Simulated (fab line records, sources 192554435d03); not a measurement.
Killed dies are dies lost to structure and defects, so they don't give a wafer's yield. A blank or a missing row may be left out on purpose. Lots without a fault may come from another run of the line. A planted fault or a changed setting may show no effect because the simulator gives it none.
Chamber matching | flow n5_finfet | N5_BEOL_M15_DESCUM_33 on rie_diel-01: 4 sister chambers
The step chemistry O2, time 7.9 s. 4 wafers are shown with their chamber, then 7 later ones without.

WAFERS WITH THEIR CHAMBER
wafer  | chamber | throttle_valve_pct (%)
L081.1 | 1       | 20.91
L081.6 | 2       | 19.98
L086.4 | 3       | 20.18
L086.5 | 0       | 20.13

WAFERS WITHOUT THEIR CHAMBER
wafer  | throttle_valve_pct (%)
L086.6 | 19.98
L087.1 | 19.98
L087.2 | 20.47
L087.5 | 19.98
L095.2 | 20.21
L095.3 | 20.16
L095.5 | 20.01

WHICH CHAMBER EACH WENT THROUGH
wafer  | from the rows above               | in truth
L086.6 | can't be placed: 2 or 0 or 3      | 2
L087.1 | can't be placed: 2 or 0 or 3      | 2
L087.2 | can't be placed: 3 or 0 or 1 or 2 | 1
L087.5 | can't be placed: 2 or 0 or 3      | 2
L095.2 | can't be placed: 3 or 0 or 2      | 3
L095.3 | can't be placed: 3 or 0 or 2      | 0
L095.5 | can't be placed: 2 or 0 or 3      | 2
Placed correctly: 0 of 7. Can't be placed from these rows: 7 (the true chamber is among the candidates in 7). Placed wrongly: 0.
How it was worked out, from the rows above alone: a wafer's distance from a chamber is the root of the sum, over the readings, of the square of ((its reading less the chamber's mean) divided by the reading's scatter). The wafer belongs to the nearest chamber; if the next one is less than 2 further off, it can't be placed. A chamber's mean is the mean of its shown wafers. The scatter: with one shown wafer a chamber, the root of the mean of the squares of how far each hidden wafer lies from its nearest shown one.
